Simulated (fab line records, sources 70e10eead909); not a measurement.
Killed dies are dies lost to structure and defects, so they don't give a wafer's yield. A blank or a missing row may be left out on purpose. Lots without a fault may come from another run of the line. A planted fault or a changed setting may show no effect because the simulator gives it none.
fab line records | flow nand_harc
record lots=24 wafers=72 last_day=34
route steps=1302 shown A_CONTACT@1101 A_BLC@1136 A_M1@1190 A_BONDPAD@1204 THIN_TSV@1268
lots that met no fault: from a run of the same line without faults
start_h: hours from the record's first day to the start of the lot's first wafer shown | wait_h: hours since the lot's step before | " the same as in the row above | L1.1+2: a row that stands for several wafers | - no value, or no start given | * or withheld: withheld | < > ~ a bound
route shown NAME@n: a module of which the file shows steps, and the number in the route of the first | usual: mean/standard deviation of fault-free wafers | same: alike in all rows | chamber/n: place in a boat | sites: the reading at each site | _std_site: their standard deviation | _edge_site: outer sites' mean less inner sites' | radius_mm: how far each site lies from the wafer's centre | mask NAME#n: copy n | behind: the tool/chamber that last shaped the wafer | hold: why the lot was held/for how many hours/how that ended | device: the transistor (n, p or np) that didn't switch | end of line: the same wafers' tests at the end of the route | a step without rows: its recipe alone | killed: dies lost to structure and defects at the first sort, not the wafer's yield | map: a wafer's dies, x killed, . not, _ none there
set.NAME: the setting as run; set.NAME@STEP: as run at that earlier step | model.NAME: the simulator's own value behind a step, which no gauge read
steps of the route over a sample of lots; a table a step, a row a wafer
services: from which hour (start_h, from the record's first day; less than 0 if before it) a tool's chamber was out of use, for how many hours, and why
## steps
# step NHARC_A_CONTACT_ALD_18
# recipe target_thk_a=30 pulse_time_s=1 ald_cycles=150 temp_c=450 material=TiN
# usual heater_power_w=1102/76 precursor_pulse_height_rel=1.003/0.019
# same ald_cycles=150
# columns lot.wafer tool chamber start_h wait_h heater_power_w precursor_pulse_height_rel
L075.2 ald_metal-03 1 525.65 - 1139 1.005
L075.1 " 2 " " 1069 0.996
L075.5 " 0 " " 1082 0.985
L074.3 ald_metal-04 3 528.57 - 1233 0.987
L074.6 " 3 " " 1253 1.016
L074.5 " 0 " " 1250 1.007
L076.2 ald_metal-04 1 534.11 - 1144 0.985
L076.5 " 1 " " 1146 0.995
L076.6 " 2 " " 972 1.013
L078.1 ald_metal-01 2 537.16 - 1048 0.976
L078.5 " 2 " " 1029 1.051
L078.6 " 3 " " 1070 1.022
L077.2 ald_metal-01 0 544.75 - 1028 0.993
L077.3 " 1 " " 1101 0.981
L077.5 " 2 " " 1044 1.027
L079.1 ald_metal-01 1 576.74 - 1106 1.010
L079.6 " 1 " " 1105 1.023
L079.5 " 2 " " 1042 0.970
L080.2 ald_metal-03 3 579.91 - 1094 1.019
L080.3 " 1 " " 1226 1.008
L080.5 " 0 " " 1064 1.006
L081.4 ald_metal-04 1 583.62 - 1164 1.007
L081.2 " 2 " " 971 0.977
L081.3 " 3 " " 1253 1.010
L082.1 ald_metal-01 2 615.90 - 1037 0.997
L082.2 " 1 " " 1120 1.006
L082.4 " 2 " " 1030 0.992
L084.1 ald_metal-03 0 617.15 - 1036 1.015
L084.2 " 1 " " 1243 1.008
L084.6 " 0 " " 1030 1.005
L083.3 ald_metal-01 1 617.85 - 1103 1.033
L083.2 " 3 " " 1081 0.996
L083.1 " 0 " " 1008 1.000
L085.2 ald_metal-01 1 634.75 - 1116 0.973
L085.3 " 3 " " 1072 1.003
L085.6 " 0 " " 1058 0.982
L086.1 ald_metal-03 1 636.57 - 1218 1.032
L086.2 " 2 " " 1079 1.030
L086.5 " 0 " " 1042 0.978
L087.3 ald_metal-01 1 648.28 - 1090 1.022
L087.1 " 2 " " 1042 0.999
L087.6 " 0 " " 1034 0.970
L089.2 ald_metal-03 0 660.71 - 1027 0.971
L089.5 " 0 " " 999 0.984
L089.6 " 1 " " 1238 1.021
L088.2 ald_metal-03 3 665.35 - 1113 0.963
L088.3 " 0 " " 1023 1.002
L088.5 " 1 " " 1221 0.957
L092.1 ald_metal-01 2 697.03 - 1066 0.972
L092.4 " 3 " " 1079 1.010
L092.2 " 0 " " 1079 0.978
L090.2 ald_metal-03 0 700.78 - 1026 1.003
L090.5 " 0 " " 1024 0.979
L090.6 " 1 " " 1237 1.009
L091.4 ald_metal-04 2 705.46 - 961 0.991
L091.2 " 1 " " 1119 1.012
L091.6 " 2 " " 944 1.014
L095.2 ald_metal-03 2 714.03 - 1087 0.989
L095.6 " 1 " " 1242 0.983
L095.5 " 2 " " 1110 0.982
L093.1 ald_metal-03 0 720.29 - 1043 0.973
L093.4 " 1 " " 1217 0.982
L093.6 " 3 " " 1077 1.019
L094.4 ald_metal-04 1 720.73 - 1106 1.003
L094.1 " 2 " " 960 1.009
L094.5 " 1 " " 1116 1.001
L096.3 ald_metal-03 1 739.61 - 1205 1.010
L096.4 " 2 " " 1087 1.011
L096.1 " 3 " " 1108 1.026
L097.2 ald_metal-03 0 758.44 - 1088 1.005
L097.1 " 3 " " 1071 0.999
L097.5 " 1 " " 1231 0.998
# step NHARC_A_BLC_INSPECT_28
# usual raw_defect_count=513/150
# columns lot.wafer tool chamber start_h wait_h raw_defect_count
L075.1 defect_inspect-02 - 530.75 0.1 767
L075.2 " - " " 529
L075.5 " - " " 734
L074.3 defect_inspect-02 - 533.63 0.1 554
L074.5 " - " " 403
L074.6 " - " " 483
L076.2 defect_inspect-01 - 539.26 0.1 332
L076.5 " - " " 338
L076.6 " - " " 394
L078.1 defect_inspect-02 - 542.37 0.1 512
L078.5 " - " " 475
L078.6 " - " " 563
L077.2 defect_inspect-01 - 549.87 0.1 557
L077.3 " - " " 803
L077.5 " - " " 679
L079.1 defect_inspect-01 - 581.85 0.1 465
L079.5 " - " " 504
L079.6 " - " " 507
L080.2 defect_inspect-02 - 585.03 0.1 563
L080.3 " - " " 693
L080.5 " - " " 483
L081.2 defect_inspect-01 - 588.76 0.1 983
L081.3 " - " " 1050
L081.4 " - " " 718
L082.1 defect_inspect-01 - 621.72 0.1 398
L082.2 " - " " 418
L082.4 " - " " 373
L084.1 defect_inspect-01 - 622.17 0.1 503
L084.2 " - " " 480
L084.6 " - " " 425
L083.1 defect_inspect-01 - 623.47 0.1 384
L083.2 " - " " 383
L083.3 " - " " 512
L085.2 defect_inspect-02 - 639.87 0.1 569
L085.3 " - " " 706
L085.6 " - " " 619
L086.1 defect_inspect-02 - 641.69 0.1 693
L086.2 " - " " 549
L086.5 " - " " 666
L087.1 defect_inspect-01 - 653.56 0.1 472
L087.3 " - " " 472
L087.6 " - " " 489
L089.2 defect_inspect-01 - 665.84 0.1 427
L089.5 " - " " 493
L089.6 " - " " 413
L088.2 defect_inspect-01 - 670.30 0.1 342
L088.3 " - " " 305
L088.5 " - " " 329
L092.1 defect_inspect-02 - 702.13 0.1 639
L092.2 " - " " 593
L092.4 " - " " 479
L090.2 defect_inspect-01 - 705.94 0.1 537
L090.5 " - " " 556
L090.6 " - " " 510
L091.2 defect_inspect-01 - 710.51 0.1 399
L091.4 " - " " 319
L091.6 " - " " 313
L095.2 defect_inspect-02 - 719.15 0.1 355
L095.5 " - " " 440
L095.6 " - " " 453
L093.1 defect_inspect-01 - 725.41 0.1 492
L093.4 " - " " 429
L093.6 " - " " 620
L094.1 defect_inspect-01 - 725.98 0.1 443
L094.4 " - " " 486
L094.5 " - " " 513
L096.1 defect_inspect-01 - 745.18 0.1 551
L096.3 " - " " 606
L096.4 " - " " 544
L097.1 defect_inspect-01 - 763.81 0.1 393
L097.2 " - " " 531
L097.5 " - " " 419
# step NHARC_A_M1_PRE_CLEAN_30
# recipe time_s=30 temp_c=280 gas=H2/He
# usual heater_power_w=394/34
# columns lot.wafer tool chamber start_h wait_h heater_power_w
L075.1 pvd_sputter-03 - - - 368
L075.2 " - " " 404
L075.5 " - " " 374
L074.3 pvd_sputter-02 - - - 333
L074.6 " - " " 402
L074.5 " - " " 408
L076.2 pvd_sputter-02 - - - 332
L076.5 " - " " 408
L076.6 " - " " 414
L078.1 pvd_sputter-02 - - - 325
L078.5 " - " " 394
L078.6 " - " " 341
L077.2 pvd_sputter-02 - - - 405
L077.3 " - " " 339
L077.5 " - " " 396
L079.1 pvd_sputter-02 - - - 409
L079.6 " - " " 412
L079.5 " - " " 400
L080.3 pvd_sputter-02 - - - 404
L080.2 " - " " 404
L080.5 " - " " 398
L081.2 pvd_sputter-02 - - - 420
L081.4 " - " " 403
L081.3 " - " " 326
L082.2 pvd_sputter-01 - - - 434
L082.1 " - " " 408
L082.4 " - " " 408
L084.2 pvd_sputter-03 - - - 372
L084.1 " - " " 432
L084.6 " - " " 369
L083.2 pvd_sputter-02 - - - 400
L083.3 " - " " 405
L083.1 " - " " 427
L085.3 pvd_sputter-01 - - - 438
L085.2 " - " " 416
L085.6 " - " " 403
L086.1 pvd_sputter-01 - - - 409
L086.2 " - " " 415
L086.5 " - " " 412
L087.1 pvd_sputter-03 - - - 406
L087.3 " - " " 443
L087.6 " - " " 456
L089.2 pvd_sputter-03 - - - 363
L089.6 " - " " 375
L089.5 " - " " 367
L088.2 pvd_sputter-03 - - - 372
L088.3 " - " " 410
L088.5 " - " " 363
L092.1 pvd_sputter-02 - - - 408
L092.2 " - " " 399
L092.4 " - " " 316
L090.2 pvd_sputter-01 - - - 410
L090.5 " - " " 414
L090.6 " - " " 428
L091.4 pvd_sputter-03 - - - 391
L091.2 " - " " 354
L091.6 " - " " 436
L095.2 pvd_sputter-03 - - - 398
L095.6 " - " " 398
L095.5 " - " " 428
L093.1 pvd_sputter-02 - - - 407
L093.4 " - " " 445
L093.6 " - " " 432
L094.1 pvd_sputter-02 - - - 311
L094.4 " - " " 414
L094.5 " - " " 315
L096.1 pvd_sputter-02 - - - 386
L096.3 " - " " 313
L096.4 " - " " 436
L097.1 pvd_sputter-02 - - - 439
L097.2 " - " " 388
L097.5 " - " " 413
# step NHARC_A_M1_CMP_23
# recipe t_overpolish_s=20 target_thk_nm=154.34
# usual motor_current_A=12.3/1.4 time_to_endpoint_s=27.9/2.6
# columns lot.wafer tool chamber start_h wait_h motor_current_A time_to_endpoint_s
L075.1 cmp-02 2 538.09 - 11.4 30.9
L075.2 " 3 " " 12.2 25.1
L075.5 " 2 " " 11.4 29.1
L074.3 cmp-04 1 540.82 - 11.3 30.8
L074.6 " 0 " " 12.9 29.8
L074.5 " 1 " " 11.4 29.7
L076.2 cmp-02 3 546.75 - 12.0 27.7
L076.6 " 2 " " 11.4 29.6
L076.5 " 3 " " 12.5 27.8
L078.1 cmp-04 1 549.56 - 11.6 28.0
L078.5 " 2 " " 13.4 23.4
L078.6 " 3 " " 10.0 26.7
L077.2 cmp-04 3 557.13 - 9.8 27.1
L077.3 " 2 " " 12.3 24.4
L077.5 " 3 " " 10.2 27.2
L079.1 cmp-02 3 589.42 - 11.7 27.4
L079.6 " 0 " " 13.7 30.7
L079.5 " 1 " " 12.2 24.6
L080.3 cmp-01 1 592.47 - 14.2 30.9
L080.2 " 3 " " 15.3 33.2
L080.5 " 1 " " 13.4 31.7
L081.4 cmp-01 2 596.00 - 9.9 29.9
L081.2 " 3 " " 15.4 30.4
L081.3 " 0 " " 13.3 31.5
L082.4 cmp-01 0 628.85 - 13.2 31.7
L082.2 " 2 " " 9.9 30.1
L082.1 " 3 " " 15.3 31.9
L084.1 cmp-04 0 629.44 - 12.8 27.6
L084.2 " 1 " " 11.1 26.6
L084.6 " 1 " " 11.4 27.6
L083.1 cmp-02 3 630.68 - 12.2 25.9
L083.2 " 0 " " 13.3 29.5
L083.3 " 2 " " 11.6 32.2
L085.2 cmp-04 3 647.13 - 11.1 26.4
L085.3 " 0 " " 13.3 28.2
L085.6 " 3 " " 9.9 28.2
L086.1 cmp-01 2 648.71 - 10.4 30.5
L086.2 " 3 " " 14.6 28.6
L086.5 " 2 " " 9.7 25.9
L087.1 cmp-04 3 660.77 - 10.1 26.8
L087.3 " 0 " " 12.9 30.4
L087.6 " 3 " " 9.7 26.9
L089.2 cmp-02 0 673.12 - 13.4 30.0
L089.6 " 3 " " 12.0 27.9
L089.5 " 0 " " 13.2 31.6
L088.3 cmp-04 0 677.58 - 13.1 28.7
L088.2 " 3 " " 10.3 29.7
L088.5 " 1 " " 11.5 30.1
L092.2 cmp-01 0 709.12 - 13.0 29.4
L092.4 " 1 " " 13.3 26.9
L092.1 " 2 " " 10.7 24.6
L090.2 cmp-02 0 713.24 - 14.0 27.6
L090.6 " 3 " " 12.2 25.1
L090.5 " 0 " " 14.0 28.7
L091.2 cmp-02 2 717.79 - 11.4 32.6
L091.4 " 3 " " 12.2 27.1
L091.6 " 1 " " 12.6 28.2
L095.2 cmp-02 2 726.72 - 11.7 30.1
L095.5 " 2 " " 11.4 30.4
L095.6 " 3 " " 11.9 28.4
L093.4 cmp-04 0 732.69 - 12.9 26.5
L093.1 " 2 " " 12.6 22.1
L093.6 " 1 " " 11.8 26.5
L094.4 cmp-04 1 733.49 - 11.6 27.8
L094.1 " 2 " " 12.3 22.5
L094.5 " 2 " " 12.4 22.8
L096.4 cmp-01 3 757.52 - 15.7 23.7
L096.3 " 0 " " 13.0 23.8
L096.1 " 2 " " 10.3 23.0
L097.1 cmp-02 0 770.92 - 13.0 28.3
L097.2 " 1 " " 12.6 25.3
L097.5 " 0 " " 14.3 28.4
# step NHARC_A_BONDPAD_THK_MEAS_30
# recipe thk_meas_gauge=ellipsometry
# usual thk_nm=199.8/1.5
# columns lot.wafer tool chamber start_h wait_h thk_nm
L075.1 film_metro-02 - 539.92 0.2 199.4
L075.2 " - " " 198.7
L075.5 " - " " 199.6
L074.3 film_metro-02 - 542.64 0.2 200.4
L074.5 " - " " 200.2
L074.6 " - " " 201.1
L076.2 film_metro-02 - 548.55 0.2 200.6
L076.5 " - " " 199.6
L076.6 " - " " 202.3
L078.1 film_metro-02 - 551.30 0.2 200.7
L078.5 " - " " 200.3
L078.6 " - " " 200.0
L077.2 film_metro-02 - 558.96 0.2 198.7
L077.3 " - " " 198.3
L077.5 " - " " 199.5
L079.1 film_metro-01 - 591.34 0.2 199.7
L079.5 " - " " 198.0
L079.6 " - " " 200.2
L080.2 film_metro-02 - 594.45 0.2 200.5
L080.3 " - " " 200.6
L080.5 " - " " 200.1
L081.2 film_metro-02 - 597.85 0.2 199.4
L081.3 " - " " 198.9
L081.4 " - " " 199.5
L082.1 film_metro-02 - 630.67 0.1 200.7
L082.2 " - " " 199.1
L082.4 " - " " 202.4
L084.1 film_metro-01 - 631.26 0.1 198.2
L084.2 " - " " 199.1
L084.6 " - " " 195.9
L083.1 film_metro-01 - 632.50 0.1 201.4
L083.2 " - " " 199.2
L083.3 " - " " 197.5
L085.2 film_metro-02 - 648.97 0.2 200.5
L085.3 " - " " 196.6
L085.6 " - " " 198.5
L086.1 film_metro-02 - 650.59 0.2 201.7
L086.2 " - " " 205.1
L086.5 " - " " 199.7
L087.1 film_metro-02 - 662.57 0.2 201.1
L087.3 " - " " 201.6
L087.6 " - " " 201.2
L089.2 film_metro-02 - 675.10 0.2 198.5
L089.5 " - " " 200.3
L089.6 " - " " 197.5
L088.2 film_metro-01 - 679.41 0.2 202.4
L088.3 " - " " 198.1
L088.5 " - " " 201.4
L092.1 film_metro-02 - 710.95 0.2 197.8
L092.2 " - " " 200.0
L092.4 " - " " 197.1
L090.2 film_metro-01 - 715.05 0.2 199.4
L090.5 " - " " 200.9
L090.6 " - " " 195.7
L091.2 film_metro-02 - 719.62 0.2 199.7
L091.4 " - " " 201.9
L091.6 " - " " 198.0
L095.2 film_metro-02 - 728.75 0.1 201.5
L095.5 " - " " 200.4
L095.6 " - " " 197.8
L093.1 film_metro-01 - 734.71 0.2 198.8
L093.4 " - " " 200.9
L093.6 " - " " 198.5
L094.1 film_metro-02 - 735.47 0.2 199.0
L094.4 " - " " 199.2
L094.5 " - " " 198.3
L096.1 film_metro-02 - 759.38 0.1 203.4
L096.3 " - " " 201.3
L096.4 " - " " 202.4
L097.1 film_metro-02 - 772.76 0.2 200.5
L097.2 " - " " 200.1
L097.5 " - " " 198.8
# step NHARC_THIN_TSV_ETCHBACK_48
# recipe target_depth_a=10285 over_etch_frac=0.3 time_s=405.17 ion_energy_ev=250 c4f8_flow_sccm=withheld ar_flow_sccm=withheld rf_w=600 bias_w=300 chemistry=C4F8/Ar
# usual bias_w=300.1/0.89 oes_product_au=0.937/0.026 rf_vpp_V=546.9/3
# columns lot.wafer tool chamber start_h wait_h bias_w oes_product_au rf_hours_counter_h rf_vpp_V
L074.3 rie_diel-11 3 557.79 - 301.1 0.918 6.5 547.0
L074.6 " 0 " " 300.6 0.919 - 551.1
L074.5 " 1 " " 300.8 0.920 - 542.1
L075.2 rie_diel-09 0 559.10 - 299.0 0.946 3.2 551.0
L075.1 " 1 " " 300.5 0.935 2.7 543.0
L075.5 " 3 " " 301.1 0.941 - 544.8
L076.2 rie_diel-10 2 566.35 - 300.4 0.923 7.4 546.1
L076.6 " 1 " " 299.1 0.915 - 544.5
L076.5 " 2 " " 299.7 0.922 - 545.7
L078.1 rie_diel-11 0 567.54 - 300.7 0.929 6.9 551.9
L078.6 " 0 " " 300.1 0.923 - 551.5
L078.5 " 1 " " 300.6 0.927 - 543.4
L077.2 rie_diel-09 2 578.69 - 300.7 0.997 3.5 552.2
L077.3 " 3 " " 301.1 0.989 3.5 545.4
L077.5 " 1 " " 299.9 0.983 - 544.2
L080.3 rie_diel-10 2 611.76 - 300.5 0.954 0.3 546.7
L080.2 " 0 " " 299.1 0.967 0.5 546.4
L080.5 " 3 " " 300.8 0.951 - 547.9
L079.1 rie_diel-09 0 613.19 - 300.2 0.934 5.5 549.9
L079.5 " 0 " " 299.0 0.926 - 550.8
L079.6 " 2 " " 301.8 0.920 - 552.0
L081.3 rie_diel-09 1 616.35 - 299.2 0.910 5.2 544.4
L081.2 " 2 " " 299.2 0.921 5.6 550.5
L081.4 " 2 " " 299.1 0.910 - 553.4
L082.4 rie_diel-10 0 648.12 - 298.8 1.005 3.3 547.2
L082.2 " 1 " " 300.9 1.011 3.1 545.5
L082.1 " 2 " " 300.9 0.988 2.6 546.2
L084.2 rie_diel-11 3 649.28 - 301.1 0.923 1.8 549.0
L084.1 " 2 " " 299.3 0.934 2.4 546.3
L084.6 " 0 " " 300.3 0.934 - 551.0
L083.1 rie_diel-10 2 650.63 - 299.7 0.954 2.9 546.5
L083.2 " 3 " " 300.0 0.975 3.4 549.5
L083.3 " 0 " " 299.0 0.956 3.9 547.6
L085.2 rie_diel-11 1 667.90 - 299.8 0.906 3.5 543.3
L085.3 " 3 " " 299.0 0.926 2.9 549.1
L085.6 " 1 " " 301.2 0.922 - 544.6
L086.1 rie_diel-10 0 669.08 - 302.2 0.920 5.1 547.8
L086.2 " 3 " " 300.5 0.917 4.9 548.5
L086.5 " 1 " " 299.5 0.923 - 544.4
L087.1 rie_diel-11 2 680.14 - 299.9 0.923 4.0 544.5
L087.3 " 3 " " 300.0 0.928 3.7 546.3
L087.6 " 2 " " 301.7 0.923 - 545.9
L089.2 rie_diel-10 3 694.16 - 298.0 0.974 6.1 548.3
L089.6 " 0 " " 300.2 0.973 - 547.8
L089.5 " 1 " " 299.5 0.964 - 543.4
L088.3 rie_diel-10 1 695.42 - 300.6 0.936 6.2 546.6
L088.2 " 3 " " 300.4 0.926 6.2 549.6
L088.5 " 1 " " 299.9 0.922 - 543.6
L092.4 rie_diel-10 2 729.80 - 299.6 0.904 6.6 545.0
L092.1 " 0 " " 300.9 0.915 8.6 549.9
L092.2 " 1 " " 300.9 0.925 7.8 545.0
L090.2 rie_diel-11 2 753.82 - 300.6 0.964 6.2 544.6
L090.5 " 1 " " 298.9 0.962 - 544.4
L090.6 " 2 " " 300.0 0.970 - 545.3
L091.4 rie_diel-11 0 755.15 - 301.1 0.917 5.3 551.5
L091.2 " 1 " " 299.4 0.916 6.4 542.6
L091.6 " 0 " " 300.4 0.927 - 552.6
L095.2 rie_diel-10 1 756.32 - 300.2 0.974 9.5 544.8
L095.5 " 3 " " 300.2 0.968 - 547.7
L095.6 " 0 " " 300.4 0.969 - 546.6
L093.1 rie_diel-11 0 758.56 - 299.0 0.926 6.2 550.0
L093.4 " 3 " " 301.4 0.917 6.5 546.2
L093.6 " 1 " " 300.0 0.908 - 543.2
L094.1 rie_diel-09 0 759.84 - 299.7 0.923 5.0 551.5
L094.4 " 3 " " 301.1 0.900 - 545.4
L094.5 " 1 " " 301.2 0.917 - 542.7
L096.1 rie_diel-09 0 777.14 - 299.4 0.926 8.5 548.1
L096.3 " 0 " " 300.1 0.927 - 549.3
L096.4 " 1 " " 299.5 0.914 - 542.1
L097.1 rie_diel-09 0 790.85 - 301.1 0.920 10.7 549.5
L097.2 " 1 " " 299.3 0.911 10.3 543.4
L097.5 " 2 " " 299.7 0.919 - 552.0
## services
# columns tool chamber start_h hours kind
rie_diel-10 2 522.42 2.6 repair
cmp-04 - 525.26 4.0 pm
cmp-02 - 533.89 4.0 pm
cmp-02 - 544.12 1.1 repair
cmp-02 - 561.45 2.2 repair
ald_metal-03 - 568.00 10.0 pm
cmp-02 - 568.09 1.3 repair
cmp-04 - 571.91 1.6 repair
cmp-02 - 577.78 2.5 repair
rie_diel-10 - 596.54 9.0 pm
cmp-04 - 598.61 6.1 repair
cmp-04 - 623.26 4.0 pm
cmp-02 - 631.89 4.0 pm
rie_diel-10 0 636.92 3.0 repair
pvd_sputter-02 - 638.00 10.0 pm
cmp-02 - 673.28 0.2 repair
pvd_sputter-02 - 692.67 0.5 repair
cmp-04 - 700.15 2.2 repair
ald_metal-03 - 712.17 1.1 repair
cmp-04 - 715.63 3.7 repair
cmp-04 - 721.26 4.0 pm
cmp-02 - 729.89 4.0 pm
ald_metal-03 - 730.51 5.5 repair
ald_metal-03 - 746.00 10.0 pm
## key
fault none
